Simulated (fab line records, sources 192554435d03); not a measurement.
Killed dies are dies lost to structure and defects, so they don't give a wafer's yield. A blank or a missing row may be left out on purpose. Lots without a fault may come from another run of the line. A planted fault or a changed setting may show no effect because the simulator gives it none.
Chamber matching | flow n5_finfet | N5_BEOL_M0_STRIP_140 on rie_diel-02: 4 sister chambers
The step strips in CF4. 4 wafers are shown with their chamber, then 9 later ones without.

WAFERS WITH THEIR CHAMBER
wafer  | chamber | showerhead_plenum_p_Torr (Torr)
L083.4 | 3       | 1.91
L086.4 | 2       | 1.80
L090.2 | 1       | 1.91
L090.6 | 0       | 1.86

WAFERS WITHOUT THEIR CHAMBER
wafer  | showerhead_plenum_p_Torr (Torr)
L093.2 | 1.80
L093.4 | 1.91
L093.5 | 1.91
L096.2 | 1.91
L096.4 | 1.86
L096.6 | 1.91
L097.4 | 1.91
L097.5 | 1.85
L097.6 | 1.91

WHICH CHAMBER EACH WENT THROUGH
wafer  | from the rows above     | in truth
L093.2 | 2                       | 2
L093.4 | can't be placed: 1 or 3 | 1
L093.5 | can't be placed: 1 or 3 | 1
L096.2 | can't be placed: 1 or 3 | 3
L096.4 | 0                       | 0
L096.6 | can't be placed: 1 or 3 | 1
L097.4 | can't be placed: 1 or 3 | 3
L097.5 | 0                       | 0
L097.6 | can't be placed: 1 or 3 | 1
Placed correctly: 3 of 9. Can't be placed from these rows: 6 (the true chamber is among the candidates in 6). Placed wrongly: 0.
How it was worked out, from the rows above alone: a wafer's distance from a chamber is the root of the sum, over the readings, of the square of ((its reading less the chamber's mean) divided by the reading's scatter). The wafer belongs to the nearest chamber; if the next one is less than 2 further off, it can't be placed. A chamber's mean is the mean of its shown wafers. The scatter: with one shown wafer a chamber, the root of the mean of the squares of how far each hidden wafer lies from its nearest shown one.
